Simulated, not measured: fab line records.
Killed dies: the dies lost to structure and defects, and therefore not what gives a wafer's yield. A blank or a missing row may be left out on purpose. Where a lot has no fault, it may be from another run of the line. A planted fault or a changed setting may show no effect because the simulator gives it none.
Matching of chambers | flow n5Finfet | N5_BEOL_M3_ETCH_63 on rieDiel-06: 4 sister chambers
The step etches SiARC in CF4, target depth 15.6 nm, time 26 s. 16 wafers are shown with their chamber, then 8 later ones without.

WAFERS, EACH WITH ITS CHAMBER
wafer  | chamber | drypumpMotorCurrentA (A) | showerheadPlenumPTorr (Torr) | throttleValvePct (%)
L075.3 | 3       | 6.6                      | 2.08                         | 15.55
L075.5 | 3       | 6.5                      | 2.08                         | 15.55
L075.6 | 0       | 5.7                      | 2.18                         | 15.26
L076.1 | 1       | 5.5                      | 2.05                         | 15.60
L076.4 | 0       | 5.7                      | 2.18                         | 15.25
L076.5 | 3       | 6.5                      | 2.08                         | 15.56
L080.1 | 3       | 6.6                      | 2.08                         | 15.56
L080.2 | 0       | 5.7                      | 2.18                         | 15.27
L080.6 | 1       | 5.5                      | 2.05                         | 15.63
L081.2 | 1       | 5.5                      | 2.05                         | 15.62
L081.4 | 0       | 5.7                      | 2.17                         | 15.28
L081.5 | 0       | 5.7                      | 2.17                         | 15.30
L083.1 | 1       | 5.5                      | 2.05                         | 15.64
L083.3 | 3       | 6.5                      | 2.08                         | 15.57
L083.5 | 3       | 6.5                      | 2.08                         | 15.59
L088.3 | 2       | 6.6                      | 2.14                         | 15.78

SIGNATURES (averages over the wafers above)
reading               | chamber 0 | chamber 1 | chamber 2 | chamber 3 | scatter within a chamber
drypumpMotorCurrentA  | 5.700     | 5.500     | 6.600     | 6.533     | 0.0333
showerheadPlenumPTorr | 2.1760    | 2.0500    | 2.1400    | 2.0800    | 0.00316
throttleValvePct      | 15.2720   | 15.6225   | 15.7800   | 15.5633   | 0.017
Rule: distance of a wafer from a chamber = root of the sum over the readings of ((wafer's reading minus chamber's mean) / reading's scatter) squared. The wafer belongs to the nearest chamber; if the next one is less than 2 further off, it can't be placed. The scatter: take each reading less its chamber's mean, square it, sum over the shown wafers, divide by the number of wafers less the number of chambers, and take the root.

WAFERS WITHOUT THEIR CHAMBER
wafer  | drypumpMotorCurrentA (A) | showerheadPlenumPTorr (Torr) | throttleValvePct (%)
L088.4 | 5.7                      | 2.17                         | 15.31
L088.5 | 6.5                      | 2.08                         | 15.60
L090.1 | 5.5                      | 2.05                         | 15.66
L090.2 | 5.7                      | 2.17                         | 15.30
L090.3 | 6.5                      | 2.14                         | 15.78
L096.1 | 6.5                      | 2.14                         | 15.82
L096.2 | 5.5                      | 2.04                         | 15.68
L096.6 | 6.5                      | 2.14                         | 15.80

CHAMBER TAKEN BY EACH
wafer  | from the rows above | in truth
L088.4 | 0                   | 0
L088.5 | 3                   | 3
L090.1 | 1                   | 1
L090.2 | 0                   | 0
L090.3 | 2                   | 2
L096.1 | 2                   | 2
L096.2 | 1                   | 1
L096.6 | 2                   | 2
Placed correctly: 8 of 8. From these rows, 0 cannot be placed. Number placed wrongly: 0.
